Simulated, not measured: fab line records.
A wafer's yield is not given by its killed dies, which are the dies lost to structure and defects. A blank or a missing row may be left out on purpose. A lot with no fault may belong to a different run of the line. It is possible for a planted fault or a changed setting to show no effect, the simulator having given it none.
Matching of chambers + flow n5 finfet + N5_BEOL_M3_STRIP_36 on rie diel-01 has 4 sister chambers
The step strips in N2/H2. 4 wafers are shown with their chamber, then 9 later ones without.

== WAFERS, EACH WITH ITS CHAMBER ==
| wafer  | chamber | showerhead plenum p Torr (Torr) |
|--------|---------|---------------------------------|
| L083.3 | 2       | 2.64                            |
| L085.2 | 0       | 2.53                            |
| L091.4 | 1       | 2.52                            |
| L091.6 | 3       | 2.42                            |

== WAFERS WITH NO CHAMBER GIVEN ==
| wafer  | showerhead plenum p Torr (Torr) |
|--------|---------------------------------|
| L092.4 | 2.42                            |
| L092.5 | 2.63                            |
| L092.6 | 2.52                            |
| L093.1 | 2.63                            |
| L093.2 | 2.52                            |
| L093.4 | 2.42                            |
| L096.3 | 2.63                            |
| L096.5 | 2.52                            |
| L096.6 | 2.51                            |

== WHICH CHAMBER EACH ONE RAN IN ==
| wafer  | from the rows above     | in truth |
|--------|-------------------------|----------|
| L092.4 | 3                       | 3        |
| L092.5 | 2                       | 2        |
| L092.6 | can't be placed: 1 or 0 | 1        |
| L093.1 | 2                       | 2        |
| L093.2 | can't be placed: 1 or 0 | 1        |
| L093.4 | 3                       | 3        |
| L096.3 | 2                       | 2        |
| L096.5 | can't be placed: 1 or 0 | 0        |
| L096.6 | can't be placed: 1 or 0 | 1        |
Correct placement for 5 of the 9. Can't be placed from these rows: 4 (the true chamber is among the candidates in 4). Wrongly placed: 0.
How it was worked out, from the rows above alone: a wafer's distance from a chamber is the root of the sum, over the readings, of the square of ((its reading less the chamber's mean) divided by the reading's scatter). If the next closest chamber is less than 2 further off than the closest, the wafer can't be placed; otherwise it belongs to the closest. The mean given for a chamber averages the wafers shown for that chamber. The scatter (one wafer shown for each chamber): square how far every hidden wafer sits from the nearest shown wafer, average those squares and take the square root.
